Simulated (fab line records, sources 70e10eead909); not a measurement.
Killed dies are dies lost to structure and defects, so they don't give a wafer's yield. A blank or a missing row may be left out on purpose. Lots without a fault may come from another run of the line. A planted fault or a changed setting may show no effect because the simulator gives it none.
Chamber matching | flow nand_harc | NHARC_A_CHANNEL_FILL_D1_ETCHBACK_20 on rie_diel-10: 4 sister chambers
The step etches the open film in C4F8/O2/Ar, target depth 27 nm, time 13.5 s. 16 wafers are shown with their chamber, then 8 later ones without.

WAFERS WITH THEIR CHAMBER
wafer  | chamber | rf_vpp_V (V) | oes_product_au (a.u.)
L074.2 | 0       | 971          | 0.98
L074.3 | 2       | 988          | 0.99
L074.4 | 3       | 979          | 0.99
L079.1 | 0       | 972          | 0.98
L079.2 | 1       | 988          | 1.00
L079.6 | 3       | 980          | 1.00
L081.1 | 3       | 980          | 0.98
L081.2 | 0       | 972          | 0.98
L081.6 | 3       | 980          | 0.99
L082.2 | 1       | 988          | 1.01
L082.3 | 0       | 972          | 0.99
L082.6 | 1       | 988          | 1.01
L086.1 | 1       | 987          | 0.99
L086.5 | 3       | 980          | 1.00
L086.6 | 0       | 972          | 0.99
L087.1 | 3       | 979          | 0.93

SIGNATURES (means of the wafers above)
reading        | chamber 0 | chamber 1 | chamber 2 | chamber 3 | scatter within a chamber
rf_vpp_V       | 971.80    | 987.75    | 988.00    | 979.67    | 0.49
oes_product_au | 0.9840    | 1.0025    | 0.9900    | 0.9817    | 0.018
Rule: a wafer's distance from a chamber is the root of the sum, over the readings, of the square of ((its reading less the chamber's mean) divided by the reading's scatter). The wafer belongs to the nearest chamber; if the next one is less than 2 further off, it can't be placed. The scatter: the root of (the sum of the squares of (reading less its chamber's mean) over the shown wafers, divided by (wafers less chambers)).

WAFERS WITHOUT THEIR CHAMBER
wafer  | rf_vpp_V (V) | oes_product_au (a.u.)
L087.3 | 973          | 0.93
L087.4 | 987          | 0.93
L094.4 | 986          | 1.01
L094.5 | 986          | 0.98
L094.6 | 987          | 1.01
L095.1 | 988          | 0.93
L095.2 | 988          | 1.00
L095.4 | 980          | 0.91

WHICH CHAMBER EACH WENT THROUGH
wafer  | from the rows above     | in truth
L087.3 | 0                       | 0
L087.4 | can't be placed: 2 or 1 | 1
L094.4 | can't be placed: 1 or 2 | 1
L094.5 | can't be placed: 1 or 2 | 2
L094.6 | can't be placed: 1 or 2 | 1
L095.1 | can't be placed: 2 or 1 | 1
L095.2 | can't be placed: 1 or 2 | 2
L095.4 | 3                       | 3
Placed correctly: 2 of 8. Can't be placed from these rows: 6 (the true chamber is among the candidates in 6). Placed wrongly: 0.
